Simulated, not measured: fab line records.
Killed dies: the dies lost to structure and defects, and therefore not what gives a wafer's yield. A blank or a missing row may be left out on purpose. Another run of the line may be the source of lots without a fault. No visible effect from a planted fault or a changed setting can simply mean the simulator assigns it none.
Split-lot experiment -- flow n5_finfet -- on a route of 1938 steps: 7 lots, 21 wafers read

THE SPLIT
At N5_BEOL_M1_TRENCH_ETCH_37 (etches SiOC in C4F6/O2, target depth 55.207 nm, time 29 s), the setting time_s was moved away from the recipe's 29 s on 7 of the 21 wafers read, by -19.8% to +15.0%. The other wafers ran this setting at the recipe's value.

FROM THE SPLIT TO THE READING: what the file shows between them, 2 steps
- N5_BEOL_M1_ETCH_41: etches SiCN in CH3F/O2, target depth 31.9 nm, time 57.8 s
- N5_BEOL_M1_STRIP_97: strips in N2/H2, time 10 s

THE READING
trench_depth_nm, in nm, at N5_BEOL_M1_OCD_MEAS_38. A value of 54.5 nm with a standard deviation of 1.1 nm is what fault-free wafers of this fab line usually give.

wafer,"tool, chamber at the split","time_s as run, s",against the recipe,"trench_depth_nm, nm",against lot-mates on the recipe
L076.3,"rie_diel-05, 1",29,recipe,54.7,-
L076.4,"rie_diel-05, 3",29,recipe,54.6,-
L076.5,"rie_diel-05, 2",29,recipe,54.2,-
L079.1,"rie_diel-04, 0",29,recipe,56.0,-
L079.5,"rie_diel-04, 0",33.34,+15.0%,64.2,+10.0
L079.6,"rie_diel-04, 3",29,recipe,52.4,-
L087.4,"rie_diel-03, 2",29,recipe,55.5,-
L087.5,"rie_diel-03, 1",29,recipe,54.0,-
L087.6,"rie_diel-03, 0",29,recipe,56.3,-
L086.1,"rie_diel-03, 0",32.21,+11.1%,61.8,no lot-mate on the recipe
L086.4,"rie_diel-03, 3",32.21,+11.1%,58.7,no lot-mate on the recipe
L086.6,"rie_diel-03, 0",32.21,+11.1%,62.5,no lot-mate on the recipe
L088.1,"rie_diel-04, 1",29,recipe,54.2,-
L088.5,"rie_diel-04, 0",33.15,+14.3%,63.3,+9.6
L088.6,"rie_diel-04, 3",29,recipe,53.2,-
L097.1,"rie_diel-03, 1",29,recipe,53.5,-
L097.3,"rie_diel-03, 3",29,recipe,55.5,-
L097.6,"rie_diel-03, 1",29,recipe,53.5,-
L096.1,"rie_diel-04, 1",23.26,-19.8%,43.6,-10.9
L096.2,"rie_diel-04, 0",23.26,-19.8%,44.9,-9.6
L096.6,"rie_diel-04, 1",29,recipe,54.5,-

THE FIT
A straight line over all 21 wafers: trench_depth_nm changes by +0.562 nm for each +1% of time_s; r = +0.97; the points scatter about the line by 1.2 nm.
The same after taking each lot's own level away (the mean of its wafers on the recipe; 18 wafers): +0.574 nm for each +1%; r = +0.98; scatter 1.1 nm.
On that fit, the largest move of time_s shifts the reading by 11 nm.
The lots' own levels span 53.70 to 55.27 nm, that is 1.4 times the standard deviation above.
Consequently the slope shifts little with the lot-to-lot level, the two slopes agreeing.
Check: with one of the wafers moved furthest among these (-19.8%) left out of the fit, the line predicts -11.2 nm for it against its lot-mates. It came out at -10.9 nm against them.

OTHER SPLITS APPLIED TO THESE WAFERS
Other splits were also applied to these wafers ahead of the reading. Each is held against what the fit with the lots' levels taken away leaves over:
other split on the same wafers,wafers away from the commonest value,r with trench_depth_nm (lot level and that fit taken away)
N5_BEOL_M0_SAQP_SPACER2_ALD_26 target_thk_a,6,+0.00
N5_BEOL_M0_SAQP_COAT_87 temp_c,12,+0.08
N5_BEOL_M0_ETCH_138 source_w,10,+0.03
N5_BEOL_M1_ETCH_70 bias_w,6,+0.02

THE WHOLE CHAIN: every reading that the file lists as answering this split, in the file's order
step,what it does,reading,change (the file's fit),r (the file's)
N5_BEOL_M1_TRENCH_ETCH_37,"etches SiOC in C4F6/O2, target depth 55.207 nm, time 29 s","BEOL_M1.feature_depth_nm (the simulator's own value, which no gauge read)",+0.6 nm for each +1% of the setting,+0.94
N5_BEOL_M1_TRENCH_ETCH_37,"etches SiOC in C4F6/O2, target depth 55.207 nm, time 29 s","etch.depth_nm (the simulator's own value, which no gauge read)",+0.604 nm for each +1% of the setting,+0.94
N5_BEOL_M1_OCD_MEAS_38,,trench_depth_nm,+0.596 nm for each +1% of the setting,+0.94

THE FILE'S OWN FIT
trench_depth_nm changes by +0.596 nm for each +1% of time_s, r = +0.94.
